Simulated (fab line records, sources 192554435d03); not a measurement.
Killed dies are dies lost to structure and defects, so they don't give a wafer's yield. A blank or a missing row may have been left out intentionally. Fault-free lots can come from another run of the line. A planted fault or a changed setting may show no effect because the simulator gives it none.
Which tool is to blame? | flow n5Finfet | 24 lots with 72 wafers sampled at 6 steps, on a route of 1938 steps

## WHAT THE GAUGES READ, wafer by wafer
The record lacks any reading of a measuring or inspecting step that a usual standard deviation could be used to judge.

## WHICH TOOL RAN EACH LOT (tool, then ch and the chambers of the sampled wafers, then the start)
lot  | N5_BEOL_M2_ANNEAL_82        | N5_BEOL_M2_SPUTTER_94       | N5_BEOL_M3_ALD_84                  | N5_BEOL_M3_ANNEAL_49        | N5_BEOL_M3_SPUTTER_96       | N5_BEOL_M4_PECVD_72
L074 | pvdSputter-03, day 6 21:25  | pvdSputter-03, day 6 22:26  | aldMetal-01 ch 0,1,2, day 7 04:14  | pvdSputter-01, day 7 04:56  | pvdSputter-01, day 7 06:37  | pecvd-04 ch 1,2, day 7 09:25
L075 | pvdSputter-01, day 6 21:59  | pvdSputter-01, day 6 23:00  | aldMetal-02 ch 1,2,3, day 7 07:28  | pvdSputter-03, day 7 08:03  | pvdSputter-03, day 7 09:44  | pecvd-01 ch 1,2, day 7 13:40
L076 | pvdSputter-03, day 7 05:55  | pvdSputter-03, day 7 06:56  | aldMetal-01 ch 0,1,2, day 7 15:52  | pvdSputter-02, day 7 16:41  | pvdSputter-02, day 7 18:22  | pecvd-04 ch 0,1,2, day 7 23:20
L077 | pvdSputter-03, day 7 11:03  | pvdSputter-03, day 7 12:04  | aldMetal-01 ch 0,1,2, day 7 19:57  | pvdSputter-02, day 7 20:29  | pvdSputter-02, day 7 22:10  | pecvd-01 ch 0,1,2, day 8 03:02
L078 | pvdSputter-01, day 7 21:26  | pvdSputter-01, day 7 22:28  | aldMetal-02 ch 2,3, day 8 08:25    | pvdSputter-01, day 8 08:59  | pvdSputter-01, day 8 10:40  | pecvd-01 ch 0,2, day 8 14:29
L079 | pvdSputter-02, day 8 00:30  | pvdSputter-02, day 8 01:31  | aldMetal-03 ch 0,1,3, day 8 08:35  | pvdSputter-03, day 8 09:13  | pvdSputter-03, day 8 10:53  | pecvd-02 ch 0,1, day 8 14:59
L080 | pvdSputter-01, day 8 06:47  | pvdSputter-01, day 8 07:48  | aldMetal-02 ch 1,2, day 8 14:51    | pvdSputter-03, day 8 15:27  | pvdSputter-03, day 8 17:08  | pecvd-01 ch 0,1, day 8 21:53
L081 | pvdSputter-01, day 8 14:59  | pvdSputter-01, day 8 16:01  | aldMetal-01 ch 1,2,3, day 9 00:53  | pvdSputter-01, day 9 01:32  | pvdSputter-01, day 9 03:13  | pecvd-02 ch 1,2, day 9 07:27
L082 | pvdSputter-03, day 8 23:50  | pvdSputter-03, day 9 00:52  | aldMetal-02 ch 0,2, day 9 07:47    | pvdSputter-03, day 9 08:26  | pvdSputter-03, day 9 10:07  | pecvd-04 ch 0, day 9 15:14
L083 | pvdSputter-02, day 9 01:34  | pvdSputter-02, day 9 02:35  | aldMetal-02 ch 0,1,2, day 9 09:35  | pvdSputter-03, day 9 10:29  | pvdSputter-03, day 9 12:10  | pecvd-01 ch 0,1,2, day 9 15:45
L084 | pvdSputter-02, day 9 10:31  | pvdSputter-02, day 9 11:32  | aldMetal-02 ch 1,2,3, day 9 19:31  | pvdSputter-01, day 9 20:07  | pvdSputter-01, day 9 21:47  | pecvd-04 ch 1, day 10 02:46
L085 | pvdSputter-01, day 9 16:11  | pvdSputter-01, day 9 17:12  | aldMetal-03 ch 1,2, day 10 01:06   | pvdSputter-01, day 10 02:11 | pvdSputter-01, day 10 03:52 | pecvd-01 ch 0,1, day 10 07:40
L086 | pvdSputter-02, day 9 21:48  | pvdSputter-02, day 9 22:49  | aldMetal-03 ch 0,1,2, day 10 09:03 | pvdSputter-03, day 10 09:52 | pvdSputter-03, day 10 11:33 | pecvd-04 ch 0,1, day 10 13:02
L087 | pvdSputter-01, day 9 23:29  | pvdSputter-01, day 10 00:31 | aldMetal-01 ch 0,1, day 10 11:44   | pvdSputter-03, day 10 12:20 | pvdSputter-03, day 10 14:01 | pecvd-04 ch 1,2, day 10 17:03
L089 | pvdSputter-02, day 10 13:11 | pvdSputter-02, day 10 14:13 | aldMetal-02 ch 0,1,2, day 10 20:47 | pvdSputter-03, day 10 21:43 | pvdSputter-03, day 10 23:29 | pecvd-02 ch 0,2, day 11 00:41
L088 | pvdSputter-01, day 10 15:38 | pvdSputter-01, day 10 16:40 | aldMetal-02 ch 0,2, day 11 03:23   | pvdSputter-01, day 11 03:56 | pvdSputter-01, day 11 05:37 | pecvd-02 ch 0,1,2, day 11 06:50
L090 | pvdSputter-02, day 10 18:58 | pvdSputter-02, day 10 19:59 | aldMetal-02 ch 0,1,3, day 11 03:36 | pvdSputter-02, day 11 04:20 | pvdSputter-02, day 11 06:01 | pecvd-02 ch 0,1,2, day 11 07:13
L093 | pvdSputter-01, day 11 13:25 | pvdSputter-01, day 11 14:26 | aldMetal-03 ch 0,2,3, day 11 19:35 | pvdSputter-02, day 11 20:18 | pvdSputter-02, day 11 21:59 | pecvd-04 ch 1,2, day 12 02:14
L091 | pvdSputter-03, day 11 15:11 | pvdSputter-03, day 11 16:12 | aldMetal-02 ch 0,1,2, day 11 23:22 | pvdSputter-03, day 11 23:58 | pvdSputter-03, day 12 01:38 | pecvd-02 ch 0,1,2, day 12 03:25
L092 | pvdSputter-02, day 11 16:49 | pvdSputter-02, day 11 17:50 | aldMetal-01 ch 0,1,3, day 12 00:25 | pvdSputter-03, day 12 02:05 | pvdSputter-03, day 12 03:46 | pecvd-01 ch 0,2, day 12 04:59
L094 | pvdSputter-01, day 11 18:30 | pvdSputter-01, day 11 19:31 | aldMetal-01 ch 0,1,3, day 12 02:20 | pvdSputter-02, day 12 02:53 | pvdSputter-02, day 12 04:34 | pecvd-04 ch 1,2, day 12 05:48
L095 | pvdSputter-03, day 11 21:06 | pvdSputter-03, day 11 22:07 | aldMetal-01 ch 0,1,3, day 12 08:04 | pvdSputter-02, day 12 08:57 | pvdSputter-02, day 12 10:38 | pecvd-01 ch 1,2, day 12 11:53
L096 | pvdSputter-01, day 12 12:47 | pvdSputter-01, day 12 13:48 | aldMetal-01 ch 1,2, day 12 21:24   | pvdSputter-02, day 12 23:52 | pvdSputter-02, day 13 01:32 | pecvd-04 ch 0,1,2, day 13 02:46
L097 | pvdSputter-03, day 13 11:53 | pvdSputter-03, day 13 12:54 | aldMetal-01 ch 0,3, day 13 18:26   | pvdSputter-02, day 13 19:14 | pvdSputter-02, day 13 20:55 | pecvd-01 ch 0,1,2, day 13 22:10
- N5_BEOL_M2_ANNEAL_82: time 240 s.
- N5_BEOL_M2_SPUTTER_94: material Cu, target thk 4.5 nm, time 8.29 s.
- N5_BEOL_M3_ALD_84: deposits TaN, pulse time 2 s, purge time 3 s, co reactant purge time 2 s.
- N5_BEOL_M3_ANNEAL_49: time 240 s.
- N5_BEOL_M3_SPUTTER_96: material Cu, target thk 4.5 nm, time 8.29 s.
- N5_BEOL_M4_PECVD_72: deposits SiO2 from TEOS/O2, target thk 16 nm, time 18 s.

## AS READ BY THE TOOLS THEMSELVES (means over the sampled wafers that have a number; for cases with no such wafer, the mark the record gives instead)
N5_BEOL_M2_ANNEAL_82. Usual: 859 W for heaterPowerW, sd 76.
lot  | tool          | heaterPowerW (W) | flag
L074 | pvdSputter-03 | 826              | 
L075 | pvdSputter-01 | 911              | 
L076 | pvdSputter-03 | 785              | 
L077 | pvdSputter-03 | 789              | 
L078 | pvdSputter-01 | 892              | 
L079 | pvdSputter-02 | 898              | 
L080 | pvdSputter-01 | 854              | 
L081 | pvdSputter-01 | 887              | 
L082 | pvdSputter-03 | 838              | 
L083 | pvdSputter-02 | 895              | 
L084 | pvdSputter-02 | 924              | 
L085 | pvdSputter-01 | 871              | 
L086 | pvdSputter-02 | 847              | 
L087 | pvdSputter-01 | 868              | 
L089 | pvdSputter-02 | 934              | 
L088 | pvdSputter-01 | 813              | 
L090 | pvdSputter-02 | 932              | 
L093 | pvdSputter-01 | 884              | 
L091 | pvdSputter-03 | 819              | 
L092 | pvdSputter-02 | 922              | 
L094 | pvdSputter-01 | 886              | 
L095 | pvdSputter-03 | 776              | 
L096 | pvdSputter-01 | 821              | 
L097 | pvdSputter-03 | 789              | 

N5_BEOL_M2_SPUTTER_94. Usual: chuckGasFlowSccm 1.26 sccm, standard deviation 0.053; throttleValvePct 29.9 %, standard deviation 0.78.
lot  | tool          | chuckGasFlowSccm (sccm) | throttleValvePct (%) | flag
L074 | pvdSputter-03 | 1.25                    | 29.2                 | 
L075 | pvdSputter-01 | 1.31                    | 30.1                 | 
L076 | pvdSputter-03 | 1.30                    | 29.8                 | 
L077 | pvdSputter-03 | 1.26                    | 29.8                 | 
L078 | pvdSputter-01 | 1.28                    | 30.3                 | 
L079 | pvdSputter-02 | 1.26                    | 29.8                 | 
L080 | pvdSputter-01 | 1.23                    | 30.1                 | 
L081 | pvdSputter-01 | 1.27                    | 30.3                 | 
L082 | pvdSputter-03 | 1.23                    | 29.4                 | 
L083 | pvdSputter-02 | 1.26                    | 29.8                 | 
L084 | pvdSputter-02 | 1.29                    | 30.1                 | 
L085 | pvdSputter-01 | 1.27                    | 29.6                 | 
L086 | pvdSputter-02 | 1.24                    | 29.2                 | 
L087 | pvdSputter-01 | 1.27                    | 30.2                 | 
L089 | pvdSputter-02 | 1.31                    | 29.9                 | 
L088 | pvdSputter-01 | 1.25                    | 29.6                 | 
L090 | pvdSputter-02 | 1.30                    | 30.3                 | 
L093 | pvdSputter-01 | 1.27                    | 30.4                 | 
L091 | pvdSputter-03 | 1.28                    | 29.6                 | 
L092 | pvdSputter-02 | 1.30                    | 30.3                 | 
L094 | pvdSputter-01 | 1.27                    | 30.3                 | 
L095 | pvdSputter-03 | 1.26                    | 29.5                 | 
L096 | pvdSputter-01 | 1.23                    | 29.7                 | 
L097 | pvdSputter-03 | 1.24                    | 29.6                 | 

N5_BEOL_M3_ALD_84. Usual: 395 W for heaterPowerW, sd 39.
lot  | tool        | heaterPowerW (W) | flag
L074 | aldMetal-01 | 383              | 
L075 | aldMetal-02 | 416              | 
L076 | aldMetal-01 | 378              | 
L077 | aldMetal-01 | 374              | 
L078 | aldMetal-02 | 383              | 
L079 | aldMetal-03 | 391              | 
L080 | aldMetal-02 | 441              | 
L081 | aldMetal-01 | 383              | 
L082 | aldMetal-02 | 374              | 
L083 | aldMetal-02 | 418              | 
L084 | aldMetal-02 | 411              | 
L085 | aldMetal-03 | 393              | 
L086 | aldMetal-03 | 407              | 
L087 | aldMetal-01 | 397              | 
L089 | aldMetal-02 | 407              | 
L088 | aldMetal-02 | 376              | 
L090 | aldMetal-02 | 385              | 
L093 | aldMetal-03 | 405              | 
L091 | aldMetal-02 | 407              | 
L092 | aldMetal-01 | 413              | 
L094 | aldMetal-01 | 418              | 
L095 | aldMetal-01 | 413              | 
L096 | aldMetal-01 | 344              | 
L097 | aldMetal-01 | 429              | 

N5_BEOL_M3_ANNEAL_49. Usual: 855 W for heaterPowerW, sd 81.
lot  | tool          | heaterPowerW (W) | flag
L074 | pvdSputter-01 | 850              | 
L075 | pvdSputter-03 | 789              | 
L076 | pvdSputter-02 | 837              | 
L077 | pvdSputter-02 | 900              | 
L078 | pvdSputter-01 | 844              | 
L079 | pvdSputter-03 | 783              | 
L080 | pvdSputter-03 | 787              | 
L081 | pvdSputter-01 | 865              | 
L082 | pvdSputter-03 | 825              | 
L083 | pvdSputter-03 | 808              | 
L084 | pvdSputter-01 | 877              | 
L085 | pvdSputter-01 | 890              | 
L086 | pvdSputter-03 | 821              | 
L087 | pvdSputter-03 | 825              | 
L089 | pvdSputter-03 | 779              | 
L088 | pvdSputter-01 | 885              | 
L090 | pvdSputter-02 | 872              | 
L093 | pvdSputter-02 | 935              | 
L091 | pvdSputter-03 | 788              | 
L092 | pvdSputter-03 | 820              | 
L094 | pvdSputter-02 | 975              | 
L095 | pvdSputter-02 | 933              | 
L096 | pvdSputter-02 | 891              | 
L097 | pvdSputter-02 | 813              | 

N5_BEOL_M3_SPUTTER_96. Usual: chuckGasFlowSccm 1.27 sccm, standard deviation 0.05; throttleValvePct 29.8 %, standard deviation 0.75.
lot  | tool          | chuckGasFlowSccm (sccm) | throttleValvePct (%) | flag
L074 | pvdSputter-01 | 1.25                    | 30.2                 | 
L075 | pvdSputter-03 | 1.25                    | 29.4                 | 
L076 | pvdSputter-02 | 1.33                    | 28.8                 | 
L077 | pvdSputter-02 | 1.33                    | 29.6                 | 
L078 | pvdSputter-01 | 1.24                    | 30.1                 | 
L079 | pvdSputter-03 | 1.24                    | 29.7                 | 
L080 | pvdSputter-03 | 1.23                    | 29.8                 | 
L081 | pvdSputter-01 | 1.28                    | 30.0                 | 
L082 | pvdSputter-03 | 1.26                    | 29.7                 | 
L083 | pvdSputter-03 | 1.27                    | 29.5                 | 
L084 | pvdSputter-01 | 1.23                    | 30.4                 | 
L085 | pvdSputter-01 | 1.29                    | 30.5                 | 
L086 | pvdSputter-03 | 1.25                    | 29.6                 | 
L087 | pvdSputter-03 | 1.22                    | 29.9                 | 
L089 | pvdSputter-03 | 1.22                    | 29.7                 | 
L088 | pvdSputter-01 | 1.23                    | 30.4                 | 
L090 | pvdSputter-02 | 1.30                    | 29.3                 | 
L093 | pvdSputter-02 | 1.24                    | 29.9                 | 
L091 | pvdSputter-03 | 1.26                    | 30.1                 | 
L092 | pvdSputter-03 | 1.23                    | 29.7                 | 
L094 | pvdSputter-02 | 1.30                    | 30.6                 | 
L095 | pvdSputter-02 | 1.27                    | 29.9                 | 
L096 | pvdSputter-02 | 1.27                    | 29.7                 | 
L097 | pvdSputter-02 | 1.29                    | 29.0                 | 

N5_BEOL_M4_PECVD_72. Usual: heaterPowerW 706 W, standard deviation 130; showerheadPlenumPTorr 8.76 Torr, standard deviation 0.076; throttleValvePct 21.8 %, standard deviation 1.3.
lot  | tool     | heaterPowerW (W) | showerheadPlenumPTorr (Torr) | throttleValvePct (%) | flag
L074 | pecvd-04 | 638              | 8.83                         | 22.6                 | 
L075 | pecvd-01 | 779              | 8.77                         | 21.6                 | 
L076 | pecvd-04 | 644              | 8.77                         | 22.5                 | 
L077 | pecvd-01 | 802              | 8.79                         | 22.6                 | 
L078 | pecvd-01 | 833              | 8.81                         | 23.4                 | 
L079 | pecvd-02 | 755              | 8.69                         | 21.1                 | 
L080 | pecvd-01 | 781              | 8.77                         | 22.6                 | 
L081 | pecvd-02 | 729              | 8.72                         | 20.6                 | 
L082 | pecvd-04 | 543              | 8.75                         | 21.4                 | 
L083 | pecvd-01 | 821              | 8.79                         | 22.6                 | 
L084 | pecvd-04 | 434              | 8.64                         | 22.5                 | 
L085 | pecvd-01 | 725              | 8.81                         | 23.3                 | 
L086 | pecvd-04 | 580              | 8.71                         | 22.0                 | 
L087 | pecvd-04 | 616              | 8.73                         | 21.5                 | 
L089 | pecvd-02 | 696              | 8.75                         | 21.0                 | 
L088 | pecvd-02 | 748              | 8.74                         | 20.7                 | 
L090 | pecvd-02 | 759              | 8.73                         | 20.8                 | 
L093 | pecvd-04 | 637              | 8.74                         | 21.5                 | 
L091 | pecvd-02 | 738              | 8.73                         | 20.7                 | 
L092 | pecvd-01 | 801              | 8.83                         | 23.4                 | 
L094 | pecvd-04 | 609              | 8.74                         | 21.6                 | 
L095 | pecvd-01 | 786              | 8.78                         | 21.4                 | 
L096 | pecvd-04 | 628              | 8.76                         | 21.3                 | 
L097 | pecvd-01 | 746              | 8.80                         | 22.6                 | 

## THE ANSWER, worked out from the rows above alone
Rule: a lot counts as off when the mean over its wafers that have a number is more than 3 standard deviations away from the usual mean. Also off: a lot with no number at a reading for which 4 or more lots have one. The other lots that the step has rows for count as sound. After the gauges, taken in route order, come the tools' own readings; for these a lot's mean is taken, as printed above. The first step at which some lot is off is used, and at that step the reading that is off furthest; a lot without a number counts as furthest.
None of the lots is off at any reading shown; this tells nothing.

## WHAT WAS PUT IN BY THE SIMULATOR
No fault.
